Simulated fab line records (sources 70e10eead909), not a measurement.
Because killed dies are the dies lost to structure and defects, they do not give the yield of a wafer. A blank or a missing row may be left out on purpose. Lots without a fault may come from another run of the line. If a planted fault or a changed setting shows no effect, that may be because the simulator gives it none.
Matching of chambers	flow nand-harc	cmp-01 running NHARC_A_BONDPAD_CMP_29: 4 sister chambers
The step polishes SiCN, target thk 200 nm. 4 wafers are shown with their chamber, then 7 later ones without.

WAFERS WITH THEIR CHAMBER
wafer	chamber	motor-current-A (A)
L080.1	3	11.4
L081.1	1	14.3
L084.2	2	12.9
L084.3	0	12.3

WAFERS WITHOUT THEIR CHAMBER
wafer	motor-current-A (A)
L084.5	12.7
L096.1	12.0
L096.3	12.6
L096.6	12.6
L097.1	11.4
L097.2	13.7
L097.4	12.3

THE CHAMBER EACH PASSED THROUGH
wafer	from the rows above	in truth
L084.5	can't be placed: 2 or 0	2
L096.1	can't be placed: 0 or 3 or 2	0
L096.3	can't be placed: 0 or 2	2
L096.6	can't be placed: 0 or 2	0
L097.1	3	3
L097.2	can't be placed: 1 or 2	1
L097.4	can't be placed: 0 or 2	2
Correctly placed: 1 of 7. Cannot be placed on the basis of these rows: 6; the candidates contain the true chamber in 6. Placed wrongly: 0.
How it was worked out, from the rows above alone: a wafer's distance from a chamber is the root of the sum, over the readings, of the square of ((its reading less the chamber's mean) divided by the reading's scatter). The wafer belongs to the nearest chamber; if the next one is less than 2 further off, it can't be placed. A chamber's mean is the mean of its shown wafers. The scatter: root of mean squared gap, hidden wafer to nearest shown wafer, with one shown wafer a chamber.
